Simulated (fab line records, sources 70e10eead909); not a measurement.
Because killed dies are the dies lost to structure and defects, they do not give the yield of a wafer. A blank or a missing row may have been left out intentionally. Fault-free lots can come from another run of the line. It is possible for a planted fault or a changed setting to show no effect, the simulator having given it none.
Comparing a struck lot with a sound one ; flow nand-harc ; 15 steps out of a route of 1302
Sound: the wafers L530.1, L530.4, L530.5. Wafers struck: L545.1, L545.2, L545.4. The cause is named last.
Order at every step that has rows: each side's tool, ch and its chambers, its first start. Under that, the readings that differ: sound wafers ; struck wafers ; difference of the means ; sigmas: that difference in standard deviations of wafers without a fault.
alike: words and numbers the same on both sides, and readings whose means are apart by under 2 such deviations; not compared: readings that were withheld, readings missing a value for some wafer, numbers with overlapping values and no deviation given by the record, and bounds like >300 which may hide the same value.
A row with sigmas, a row that says differs or no value, or rows on one side alone: a step with any of these is where the two part. Non-overlapping numbers with no deviation appear without sigmas and do not part them. A reading missing from all wafers of one side parts the sides only when that side holds two or more wafers.

NHARC_A_BLC_DESCUM_15: chemistry O2, time 3 s.
  sound on rie-diel-05 ch 0,1,2, day 22 23:05; struck on rie-diel-01 ch 1,2,3, day 28 15:10
  alike: drypump-motor-current-A, oes-product-au, rf-vpp-V, showerhead-plenum-p-Torr, throttle-valve-pct
  not compared: rf-hours-counter-h
NHARC_A_BLC_ETCH_16: etches the open film in CF4, target depth 39 nm, time 65 s.
  sound on rie-diel-05 ch 1,2,3, day 22 23:10; struck on rie-diel-01 ch 0,1,2, day 28 15:14
reading;sound;struck;difference;sigmas
oes-product-au (a.u.);1.003 0.982 0.989;1.012 1.013 1.013;+0.021;+3
  alike: drypump-motor-current-A, rf-vpp-V, showerhead-plenum-p-Torr, throttle-valve-pct
  not compared: rf-hours-counter-h
NHARC_A_BLC_ETCH_17: etches the open film in N2/H2, target depth 390 nm, time 609.38 s.
  sound: rie-diel-05 ch 0,1,3; struck: rie-diel-01 ch 0,2,3
  alike: drypump-motor-current-A, n2-flow-sccm, oes-product-au, rf-vpp-V, showerhead-plenum-p-Torr, throttle-valve-pct
  not compared: rf-hours-counter-h
then, 1 step without rows for these wafers: NHARC_A_BLC_ETCH_18 (etches the open film in C4F8/O2/Ar, target depth 910 nm).
NHARC_A_BLC_CD_MEAS_19:
  struck on cd-sem-03, day 28 16:08; sound on cd-sem-01, day 23 00:02
  alike: cd-nm
then, 1 step without rows for these wafers: NHARC_A_BLC_STRIP_29 (strips in CF4).
NHARC_A_BLC_STRIP_21: strips in O2.
  sound on rie-diel-01 ch 2,3, day 23 00:14; struck on rie-diel-03 ch 1,2,3, day 28 16:18
reading;sound;struck;difference;sigmas
throttle-valve-pct (%);17.013 17.032 17.029;17.046 17.040 17.043;+0.018;+2
  alike: drypump-motor-current-A, oes-product-au, rf-vpp-V, showerhead-plenum-p-Torr
  not compared: rf-hours-counter-h
then, 3 steps without rows for these wafers: NHARC_A_BLC_STRIP_22 (strips in post etch residue remover, time 600 s); NHARC_A_BLC_DEGAS_30 (time 60 s); NHARC_A_BLC_PRE_CLEAN_31 (time 15 s).
NHARC_A_BLC_PVD_32: deposits Ti, target thk 5 nm, time 17.7 s.
  sound on pvd-sputter-03; struck on pvd-sputter-02
  alike: throttle-valve-pct
then, 1 step without rows for these wafers: NHARC_A_BLC_ALD_23 (deposits TiN, target thk 3 nm, pulse time 1 s, ald cycles 150).
NHARC_A_BLC_CVD_24: deposits W, target thk 150 nm, time 434 s.
  sound on cvd-w-01 ch 0,1, day 23 01:10; struck on cvd-w-02 ch 0,1, day 28 17:10
  no value came back on the struck wafers for chamber-pressure-Torr (Torr), heater-power-outer-w (W), heater-power-w (W), throttle-valve-pct (%); on the sound wafers chamber-pressure-Torr (Torr) reads 40.01 39.85 40.02
  not compared: since-wet-clean-h
NHARC_A_BLC_CMP_25: polishes, t overpolish 30 s, target thk 150 nm.
  sound on cmp-01 ch 2,3, day 23 01:39; struck on cmp-01 ch 1,2,3, day 28 17:42
reading;sound;struck;difference;sigmas
time-to-endpoint-s (s);28.6 29.4 29.6;3.2 1.4 3.3;-26.6;-13
  alike: motor-current-A, overpolish-run-s
NHARC_END_SORT_01:
  sound on prober-01 ch 0, day 24 18:32; struck on prober-01 ch 0, day 30 08:32
reading;sound;struck;difference;sigmas
killed-at-array;57 49 60;673 673 676;+619;+36
killed-dies;58 50 64;677 677 677;+620;+34
  alike: killed-at-other, killed-at-periphery, killed-open, killed-short

WHERE THEY PART
First at NHARC_A_BLC_ETCH_16; last, within this record, at NHARC_END_SORT_01.

WHY: whatever the simulator had introduced
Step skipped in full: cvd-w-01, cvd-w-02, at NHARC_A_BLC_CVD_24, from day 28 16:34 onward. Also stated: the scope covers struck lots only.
